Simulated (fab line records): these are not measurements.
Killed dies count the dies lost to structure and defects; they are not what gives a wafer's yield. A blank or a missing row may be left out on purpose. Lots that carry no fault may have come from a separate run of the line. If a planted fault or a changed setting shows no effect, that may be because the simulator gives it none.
Chamber matching || flow n5_finfet || N5_BEOL_M13_DEP_53 on pecvd-03 has 3 sister chambers
The step deposits SiCN from 3MS/NH3, target thk 50 nm, time 17.8 s. 3 wafers are shown with their chamber, then 8 later ones without.

WAFERS WITH THEIR CHAMBER
{"wafer": "L089.4", "chamber": 0, "throttle_valve_pct (%)": 16.9}
{"wafer": "L091.2", "chamber": 2, "throttle_valve_pct (%)": 17.3}
{"wafer": "L092.1", "chamber": 1, "throttle_valve_pct (%)": 19.4}

WAFERS MISSING THEIR CHAMBER
{"wafer": "L092.2", "throttle_valve_pct (%)": 17.4}
{"wafer": "L092.5", "throttle_valve_pct (%)": 17.0}
{"wafer": "L095.2", "throttle_valve_pct (%)": 17.4}
{"wafer": "L095.5", "throttle_valve_pct (%)": 17.4}
{"wafer": "L095.6", "throttle_valve_pct (%)": 19.5}
{"wafer": "L097.2", "throttle_valve_pct (%)": 17.5}
{"wafer": "L097.3", "throttle_valve_pct (%)": 19.5}
{"wafer": "L097.6", "throttle_valve_pct (%)": 19.2}

WHICH CHAMBER EACH WENT THROUGH
{"wafer": "L092.2", "from the rows above": 2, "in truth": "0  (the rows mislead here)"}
{"wafer": "L092.5", "from the rows above": "can't be placed: 0 or 2", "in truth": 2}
{"wafer": "L095.2", "from the rows above": 2, "in truth": 2}
{"wafer": "L095.5", "from the rows above": 2, "in truth": 2}
{"wafer": "L095.6", "from the rows above": 1, "in truth": 1}
{"wafer": "L097.2", "from the rows above": 2, "in truth": 2}
{"wafer": "L097.3", "from the rows above": 1, "in truth": 1}
{"wafer": "L097.6", "from the rows above": 1, "in truth": 1}
6 of 8 placed correctly. Not placeable from these rows: 1 (in 1, the candidates include the true chamber). Number placed wrongly: 1.
How it was worked out, from the rows above alone: a wafer's distance from a chamber is the root of the sum, over the readings, of the square of ((its reading less the chamber's mean) divided by the reading's scatter). The wafer belongs to the nearest chamber; if the next one is less than 2 further off, it can't be placed. A chamber's mean is the mean of its shown wafers. The scatter (one wafer shown for each chamber): square how far every hidden wafer sits from the nearest shown wafer, average those squares and take the square root.
